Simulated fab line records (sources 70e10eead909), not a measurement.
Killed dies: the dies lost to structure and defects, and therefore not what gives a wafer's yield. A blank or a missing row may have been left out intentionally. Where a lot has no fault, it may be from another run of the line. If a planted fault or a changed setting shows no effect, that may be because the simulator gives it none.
A struck lot beside a sound one ; flow nand_harc ; 15 out of 1159 route steps
Sound: these wafers, L379.3, L379.5, L379.6. The struck wafers were L373.1, L373.4, L373.5. The cause is given at the end.
At each step with rows: each side's tool, then ch and its chambers, then its first start. Under that, the readings that differ: sound wafers ; struck wafers ; difference of the means ; sigmas: that difference in standard deviations of wafers without a fault.
alike: words and numbers the same on both sides, and readings whose means are apart by under 2 such deviations; not compared: readings that were withheld, readings missing a value for some wafer, numbers with overlapping values and no deviation given by the record, and bounds like >300 which may hide the same value.
The two part at a step that has a row with sigmas, a row that says differs or no value, or rows on one side only. Numbers that have no deviation but don't overlap get no sigmas and don't part them. A reading that every wafer of one side lacks parts them only if that side has two wafers or more.

NHARC_P_GATE_INSPECT_28:
  sound: defect_inspect-01 at day 8 16:21; struck: defect_inspect-02 at day 7 06:02
  alike: raw_defect_count
NHARC_P_GATE_DESCUM_31: chemistry O2, time 3 s.
  sound on rie_diel-11 ch 2,3, day 8 16:25; struck on rie_diel-11 ch 1,3, day 7 06:08
reading;sound;struck;difference;sigmas
drypump_motor_current_A (A);5.55 5.76 5.53;6.41 5.71 6.40;+0.56;+2
  alike: oes_product_au, rf_vpp_V, showerhead_plenum_p_Torr, throttle_valve_pct
  not compared: rf_hours_counter_h
then, 1 step without rows for these wafers: NHARC_P_GATE_ETCH_104 (etches the open film in CF4/CHF3, target depth 60 nm).
NHARC_P_GATE_HM_OPEN_105: chemistry O2/COS, target depth 360 nm.
  sound on rie_diel-11 ch 0,1,2; struck on rie_diel-11 ch 0,3
  alike: bias_w, drypump_motor_current_A, oes_product_au, rf_fwd_power_W, rf_vpp_V, showerhead_plenum_p_Torr, throttle_valve_pct
  not compared: rf_hours_counter_h
then, 1 step without rows for these wafers: NHARC_P_GATE_STRIP_106 (strips in O2/COS).
NHARC_P_GATE_ETCH_114: etches the open film in CF4/O2, target depth 30 nm, overetch 3 nm, time 16.5 s.
  sound on rie_diel-11 ch 1,2,3; struck on rie_diel-11 ch 0,3
  alike: bias_w, cf4_flow_sccm, drypump_motor_current_A, oes_f_703_au, oes_product_au, rf_fwd_power_W, rf_vpp_V, showerhead_plenum_p_Torr, throttle_valve_pct
  not compared: rf_hours_counter_h
NHARC_P_GATE_ETCH_32: etches the open film in HBr/Cl2, target depth 150 nm, time 100.1 s.
  sound on rie_si-04 ch 1,2,3, day 8 16:55; struck on rie_si-04 ch 0,3, day 7 06:49
  alike: bias_w, drypump_motor_current_A, mfc_cl2_sccm, oes_product_au, rf_fwd_power_W, throttle_valve_pct
  not compared: rf_hours_counter_h
NHARC_P_GATE_STRIP_108: strips in O2.
  sound on rie_diel-11 ch 2,3, day 8 17:02; struck on rie_diel-11 ch 0,2, day 7 07:00
  alike: drypump_motor_current_A, oes_product_au, rf_vpp_V, showerhead_plenum_p_Torr, throttle_valve_pct
  not compared: rf_hours_counter_h
NHARC_P_GATE_CD_MEAS_33:
  sound: cd_sem-01 at day 8 17:14; struck: cd_sem-02 at day 7 07:11
  alike: cd_nm
then, 3 steps without rows for these wafers: NHARC_P_GATE_STRIP_35 (strips in SPM, time 600 s); NHARC_P_GATE_PRECLEAN_73 (cleans in SC1); NHARC_P_GATE_SRD_74.
NHARC_P_GATE_ALD_36: deposits SiNx, target thk 20 nm, pulse time 60 s, ald cycles 223.
  sound on ald_sin-04 ch 0,3, day 8 18:44; struck on ald_sin-02 ch 0,3, day 7 09:03
  no value came back on the struck wafers for ald_cycles, heater_power_outer_w (W), heater_power_w (W), precursor_pulse_height_rel; on the sound wafers ald_cycles reads 223 223 223
then, 1 step without rows for these wafers: NHARC_P_GATE_ETCHBACK_37 (etches the open film in CHF3/O2, target depth 34.5 nm, time 17.2 s).
-- the record jumps here: 15 days lie between the struck wafers' starts before and after (it left off in module P_GATE and takes up again in module END, whose first step shown is number 1159 of the route) --
NHARC_END_SORT_01:
  sound on prober-01 ch 0, day 23 04:48; struck on prober-02 ch 0, day 22 04:31
reading;sound;struck;difference;sigmas
hold;- - -;await_dispo/2.0h/scrap await_dispo/2.0h/scrap await_dispo/2.0h/scrap;no value on the sound wafers;
killed_at_periphery;2 6 1;647 648 647;+644;+99 or more
killed_dies;29 22 34;677 677 677;+649;+59
  alike: killed_at_array, killed_at_other, killed_open, killed_short

== WHERE THEY PART ==
Earliest at NHARC_P_GATE_DESCUM_31; latest, in this record, at NHARC_END_SORT_01.

WHY: the cause the simulator had injected
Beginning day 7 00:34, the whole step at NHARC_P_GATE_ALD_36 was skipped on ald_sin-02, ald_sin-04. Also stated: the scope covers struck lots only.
